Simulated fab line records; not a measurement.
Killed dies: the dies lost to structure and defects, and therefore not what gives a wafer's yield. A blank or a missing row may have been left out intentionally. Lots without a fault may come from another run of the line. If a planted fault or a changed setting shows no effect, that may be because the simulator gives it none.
Chamber matching -- flow n5-finfet -- N5_MIM_TOP_LITHO_DESCUM_10 on rie-diel-03: 4 sister chambers
The step chemistry O2, time 7.9 s. 14 wafers are shown with their chamber, then 7 later ones without.

## WAFERS WITH THEIR CHAMBER
wafer,chamber,showerhead-plenum-p-Torr (Torr),throttle-valve-pct (%),drypump-motor-current-A (A)
L666.2,0,2.04,20.52,5.1
L666.3,1,2.07,20.19,5.6
L666.4,2,2.21,20.06,5.7
L667.1,2,2.21,20.05,5.7
L667.2,1,2.06,20.18,5.6
L667.3,3,2.13,20.64,5.7
L669.3,3,2.13,20.63,5.7
L669.4,0,2.04,20.55,5.1
L669.6,3,2.13,20.64,5.7
L673.1,0,2.03,20.58,5.0
L673.2,1,2.06,20.22,5.6
L673.6,1,2.06,20.21,5.6
L686.1,0,2.02,20.60,5.1
L686.4,1,2.05,20.25,5.5

SIGNATURES (means of the wafers above)
reading,chamber 0,chamber 1,chamber 2,chamber 3,scatter within a chamber
showerhead-plenum-p-Torr,2.0325,2.0600,2.2100,2.1300,0.00689
throttle-valve-pct,20.5625,20.2100,20.0550,20.6367,0.0261
drypump-motor-current-A,5.075,5.580,5.700,5.700,0.0394
Rule: distance of a wafer from a chamber = root of the sum over the readings of ((wafer's reading minus chamber's mean) / reading's scatter) squared. The wafer belongs to the nearest chamber; if the next one is less than 2 further off, it can't be placed. The scatter: the root of (the sum of the squares of (reading less its chamber's mean) over the shown wafers, divided by (wafers less chambers)).

## WAFERS MISSING THEIR CHAMBER
wafer,showerhead-plenum-p-Torr (Torr),throttle-valve-pct (%),drypump-motor-current-A (A)
L686.5,2.03,20.61,5.1
L685.3,2.05,20.27,5.6
L685.5,2.05,20.25,5.5
L685.6,2.20,20.11,5.7
L688.1,2.20,20.13,5.7
L688.2,2.05,20.26,5.5
L688.4,2.19,20.11,5.7

## CHAMBER TAKEN BY EACH
wafer,from the rows above,in truth
L686.5,0,0
L685.3,1,1
L685.5,1,1
L685.6,2,2
L688.1,2,2
L688.2,1,1
L688.4,2,2
Correctly placed: 7 of 7. Not placeable from these rows: 0. Placed wrongly: 0.
